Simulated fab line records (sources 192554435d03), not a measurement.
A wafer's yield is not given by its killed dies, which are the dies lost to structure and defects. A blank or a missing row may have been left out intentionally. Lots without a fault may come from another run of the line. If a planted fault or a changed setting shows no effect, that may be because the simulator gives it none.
Chamber matching :: flow n5-finfet :: N5_FIN_SAQP_SPACER1_ETCHBACK_25 on rie-diel-02 has 4 sister chambers
The step etches SiO2 in CHF3/O2, target depth 24.4 nm, time 12.2 s. 16 wafers are shown with their chamber, then 8 later ones without.

WAFERS, EACH WITH ITS CHAMBER
wafer: L075.2
chamber: 0
drypump-motor-current-A (A): 6.2
throttle-valve-pct (%): 19.24
showerhead-plenum-p-Torr (Torr): 2.50

wafer: L075.5
chamber: 0
drypump-motor-current-A (A): 6.2
throttle-valve-pct (%): 19.25
showerhead-plenum-p-Torr (Torr): 2.50

wafer: L075.6
chamber: 1
drypump-motor-current-A (A): 5.8
throttle-valve-pct (%): 19.03
showerhead-plenum-p-Torr (Torr): 2.44

wafer: L077.1
chamber: 0
drypump-motor-current-A (A): 6.2
throttle-valve-pct (%): 19.24
showerhead-plenum-p-Torr (Torr): 2.50

wafer: L077.4
chamber: 3
drypump-motor-current-A (A): 5.2
throttle-valve-pct (%): 18.76
showerhead-plenum-p-Torr (Torr): 2.43

wafer: L077.5
chamber: 2
drypump-motor-current-A (A): 6.6
throttle-valve-pct (%): 19.34
showerhead-plenum-p-Torr (Torr): 2.54

wafer: L083.1
chamber: 0
drypump-motor-current-A (A): 6.2
throttle-valve-pct (%): 19.25
showerhead-plenum-p-Torr (Torr): 2.49

wafer: L083.4
chamber: 3
drypump-motor-current-A (A): 5.2
throttle-valve-pct (%): 18.79
showerhead-plenum-p-Torr (Torr): 2.43

wafer: L083.5
chamber: 0
drypump-motor-current-A (A): 6.2
throttle-valve-pct (%): 19.28
showerhead-plenum-p-Torr (Torr): 2.49

wafer: L084.1
chamber: 0
drypump-motor-current-A (A): 6.1
throttle-valve-pct (%): 19.26
showerhead-plenum-p-Torr (Torr): 2.49

wafer: L084.5
chamber: 1
drypump-motor-current-A (A): 5.8
throttle-valve-pct (%): 19.08
showerhead-plenum-p-Torr (Torr): 2.43

wafer: L084.6
chamber: 0
drypump-motor-current-A (A): 6.2
throttle-valve-pct (%): 19.28
showerhead-plenum-p-Torr (Torr): 2.49

wafer: L085.2
chamber: 3
drypump-motor-current-A (A): 5.2
throttle-valve-pct (%): 18.80
showerhead-plenum-p-Torr (Torr): 2.42

wafer: L085.3
chamber: 2
drypump-motor-current-A (A): 6.6
throttle-valve-pct (%): 19.36
showerhead-plenum-p-Torr (Torr): 2.54

wafer: L085.4
chamber: 3
drypump-motor-current-A (A): 5.2
throttle-valve-pct (%): 18.80
showerhead-plenum-p-Torr (Torr): 2.42

wafer: L086.1
chamber: 1
drypump-motor-current-A (A): 5.8
throttle-valve-pct (%): 19.07
showerhead-plenum-p-Torr (Torr): 2.43

SIGNATURES (means of the wafers above)
reading: drypump-motor-current-A
chamber 0: 6.186
chamber 1: 5.800
chamber 2: 6.600
chamber 3: 5.200
scatter within a chamber: 0.0267

reading: throttle-valve-pct
chamber 0: 19.2571
chamber 1: 19.0600
chamber 2: 19.3500
chamber 3: 18.7875
scatter within a chamber: 0.0192

reading: showerhead-plenum-p-Torr
chamber 0: 2.4943
chamber 1: 2.4333
chamber 2: 2.5400
chamber 3: 2.4250
scatter within a chamber: 0.00531
Rule: a wafer lies at a distance from a chamber equal to the root of the sum of squares, over the readings, of (its reading less the chamber's mean, divided by the reading's scatter). The wafer belongs to the nearest chamber; if the next one is less than 2 further off, it can't be placed. The scatter: the root of (the sum of the squares of (reading less its chamber's mean) over the shown wafers, divided by (wafers less chambers)).

WAFERS MISSING THEIR CHAMBER
wafer: L086.3
drypump-motor-current-A (A): 5.2
throttle-valve-pct (%): 18.80
showerhead-plenum-p-Torr (Torr): 2.42

wafer: L086.5
drypump-motor-current-A (A): 6.6
throttle-valve-pct (%): 19.35
showerhead-plenum-p-Torr (Torr): 2.54

wafer: L091.3
drypump-motor-current-A (A): 5.2
throttle-valve-pct (%): 18.82
showerhead-plenum-p-Torr (Torr): 2.42

wafer: L091.4
drypump-motor-current-A (A): 6.6
throttle-valve-pct (%): 19.37
showerhead-plenum-p-Torr (Torr): 2.53

wafer: L091.5
drypump-motor-current-A (A): 5.8
throttle-valve-pct (%): 19.10
showerhead-plenum-p-Torr (Torr): 2.43

wafer: L092.2
drypump-motor-current-A (A): 6.6
throttle-valve-pct (%): 19.38
showerhead-plenum-p-Torr (Torr): 2.53

wafer: L092.4
drypump-motor-current-A (A): 5.8
throttle-valve-pct (%): 19.08
showerhead-plenum-p-Torr (Torr): 2.43

wafer: L092.5
drypump-motor-current-A (A): 5.2
throttle-valve-pct (%): 18.80
showerhead-plenum-p-Torr (Torr): 2.42

WHICH CHAMBER EACH ONE RAN IN
wafer: L086.3
from the rows above: 3
in truth: 3

wafer: L086.5
from the rows above: 2
in truth: 2

wafer: L091.3
from the rows above: 3
in truth: 3

wafer: L091.4
from the rows above: 2
in truth: 2

wafer: L091.5
from the rows above: 1
in truth: 1

wafer: L092.2
from the rows above: 2
in truth: 2

wafer: L092.4
from the rows above: 1
in truth: 1

wafer: L092.5
from the rows above: 3
in truth: 3
8 of 8 placed correctly. Not placeable from these rows: 0. 0 placed wrongly.
